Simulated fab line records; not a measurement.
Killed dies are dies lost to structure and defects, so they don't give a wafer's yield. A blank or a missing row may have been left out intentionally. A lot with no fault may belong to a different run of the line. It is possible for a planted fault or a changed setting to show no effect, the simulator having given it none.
2 desks, one fault | flow n5-finfet | what lay behind the numbers comes last; until then each desk has only its own

== AT THE METROLOGY DESK ==
Lot by lot, what the gauges showed, no matter which tool ran the lot: averages of those sampled wafers that carry a number. If a lot's mean is further than 4 standard deviations from the usual mean, the lot is out of limits and carries the mark OUT (the distance appears in the brackets).
Columns: A = cd-nm at N5_WELL_APT_CD_MEAS_25, usual 200.2 nm; B = PWELL_OVL at N5_WELL_APT_OVL_MEAS_26, usual 1 nm
lot  | first seen here | A     | B
L839 | day 2 04:21     | 202.0 | 8
L840 | day 2 09:02     | 200.2 | 12
L841 | day 2 15:05     | 198.0 | 3
L842 | day 2 22:21     | 202.0 | -0
L843 | day 3 03:13     | 199.7 | 4
L844 | day 3 09:25     | 201.3 | 2
L846 | day 3 20:53     | 196.9 | 3
L856 | day 6 09:05     | 200.8 | -7
L857 | day 6 15:02     | 199.9 | 2
L858 | day 6 22:11     | 196.7 | -6
L860 | day 7 09:29     | 200.2 | -5
This desk's finding: nothing out of limits on any of the 11 lots.

== AT THE TOOL OWNER'S DESK: krf-scanner-02 ==
The tool's own readings at N5_WELL_APT_EXPOSE_22 (exposes mask PWELL, defocus 0 nm, target cd 200 nm): means of the sampled wafers that have a number, for each lot that ran on this tool. If a lot's mean is further than 4 standard deviations from the usual mean, the lot is out of limits and carries the mark OUT (the distance appears in the brackets).
Columns: A = exposure-dose-mJ-cm2 at N5_WELL_APT_EXPOSE_22, usual 23.186; B = stage-vel-mm-s at N5_WELL_APT_EXPOSE_22, usual 499.98 mm/s
lot  | first seen here | A      | B
L839 | day 2 04:11     | 23.174 | 499.89
L841 | day 2 14:55     | 23.167 | 500.24
L843 | day 3 03:03     | 23.158 | 499.95
L846 | day 3 20:43     | 23.190 | 499.80
L860 | day 7 09:19     | 23.184 | 499.84
This desk's finding: nothing out of limits on any of the 5 lots.

== TAKEN TOGETHER ==
The metrology desk saw nothing out of limits.
Nothing out of limits was seen by the tool owner's desk.

== WHAT THE SIMULATOR HAD INSERTED ==
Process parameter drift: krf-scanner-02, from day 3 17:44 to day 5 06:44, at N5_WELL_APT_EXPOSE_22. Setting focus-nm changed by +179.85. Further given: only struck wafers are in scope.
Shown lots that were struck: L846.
